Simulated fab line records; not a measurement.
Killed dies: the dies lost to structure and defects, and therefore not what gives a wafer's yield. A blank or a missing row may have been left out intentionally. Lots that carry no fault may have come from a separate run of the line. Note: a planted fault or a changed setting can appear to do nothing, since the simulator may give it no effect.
A lot that was struck, set against a sound lot | flow nand harc | 17 steps out of a route of 1159
Sound: these wafers, L230.2, L230.4, L230.5. Struck: wafer L240.6. (L240.2, L240.4 of the same lot were not struck and are left out.) The cause comes at the end.
Per side, at each step with rows, come the tool, then ch with its chambers, and then its first start. Under that, the readings that differ: sound wafers | struck wafers | difference of the means | sigmas: that difference in standard deviations of wafers without a fault.
alike: same words and numbers on both sides, and readings whose means sit less than 2 such deviations apart. not compared: any withheld reading, any reading some wafer has no value for, any bound like >300 that may hide the same value, and any number with overlapping values for which the record gives no deviation.
Wherever a step has rows on one side only, a row that says differs or no value, or a row with sigmas, the two part there. When numbers do not overlap yet have no deviation, they are printed without sigmas and do not part them. Lack of a reading on every wafer of one side parts them only where that side has two or more wafers.

NHARC_P_M0_OVL_MEAS_10: pitch 180 nm.
  sound on overlay-02, day 6 05:54; struck on overlay-01, day 8 22:16
  reading           | sound       | struck | difference | sigmas
  overlay x nm (nm) | 0.5 1.5 0.7 | -0.9   | -1.8       | -3
  alike: overlay y nm
NHARC_P_M0_INSPECT_11:
  sound on defect inspect-02, day 6 05:56; struck on defect inspect-02, day 8 22:19
  alike: raw defect count
then, 2 steps without rows for these wafers: NHARC_P_M0_DESCUM_14 (chemistry O2, time 3 s); NHARC_P_M0_ETCH_34 (etches the open film in N2/H2, target depth 40 nm, overetch 12 nm, time 43.94 s).
NHARC_P_M0_ETCH_15: etches the open film in C4F8/Ar, target depth 150 nm, overetch 15 nm, time 82.5 s.
  sound on rie diel-10 ch 1,3; struck on rie diel-08 ch 0
  alike: bias w, oes product au, rf vpp V
  not compared: rf hours counter h
NHARC_P_M0_CD_MEAS_16:
  sound on cd sem-02, day 6 06:19; struck on cd sem-02, day 8 22:40
  alike: cd nm
then, 2 steps without rows for these wafers: NHARC_P_M0_STRIP_18 (strips in N2/H2); NHARC_P_M0_STRIP_19 (strips in post etch residue remover, time 600 s).
NHARC_P_M0_DEGAS_28: time 60 s.
  sound on pvd sputter-01, day 6 06:56; struck on pvd sputter-01, day 8 23:19
  alike: heater power w
NHARC_P_M0_PRE_CLEAN_29: time 30 s.
  sound on pvd sputter-01; struck on pvd sputter-01
  alike: heater power w
then, 1 step without rows for these wafers: NHARC_P_M0_PVD_20 (deposits TaN, target thk 5 nm, time 8.06 s).
NHARC_P_M0_PVD_21: deposits Cu, target thk 30 nm, time 20.49 s.
  sound on pvd sputter-01; struck on pvd sputter-01
  alike: throttle valve pct
NHARC_P_M0_ECD_22: material Cu, target thk 400 nm.
  sound on ecd cu-01 ch 0,1, day 6 07:17; struck on ecd cu-02 ch 0,1, day 8 23:41
NHARC_P_M0_ANNEAL_30: time 90 s.
  sound on rtp anneal-02 ch 0, day 6 07:43; struck on rtp anneal-01 ch 0, day 9 00:07
  reading          | sound             | struck | difference | sigmas
  wafer_temp_C_max | 226.3 226.9 226.7 | 225.6  | -1.0       | -3
NHARC_P_M0_CMP_23: polishes, t overpolish 20 s, target thk 117.53 nm.
  sound on cmp-04 ch 0,2, day 6 08:01; struck on cmp-04 ch 3, day 9 00:26
  reading                | sound          | struck | difference | sigmas
  motor current A (A)    | 13.7 13.8 14.1 | 10.7   | -3.2       | -2
  time to endpoint s (s) | 30.3 30.8 28.6 | 8.9    | -21.0      | -9
  alike: retaining ring pressure frac
NHARC_P_M0_THK_MEAS_24: measures by xrf.
  sound on film metro-01, day 6 08:20; struck on film metro-01, day 9 00:44
  alike: thk nm
NHARC_END_SORT_01:
  the record has rows for the sound wafers here (prober-02 ch 0, day 19 07:03) and none for the struck ones

WHERE THEY PART
First at NHARC_P_M0_OVL_MEAS_10; last, within this record, at NHARC_END_SORT_01.

WHY: what the simulator had put in
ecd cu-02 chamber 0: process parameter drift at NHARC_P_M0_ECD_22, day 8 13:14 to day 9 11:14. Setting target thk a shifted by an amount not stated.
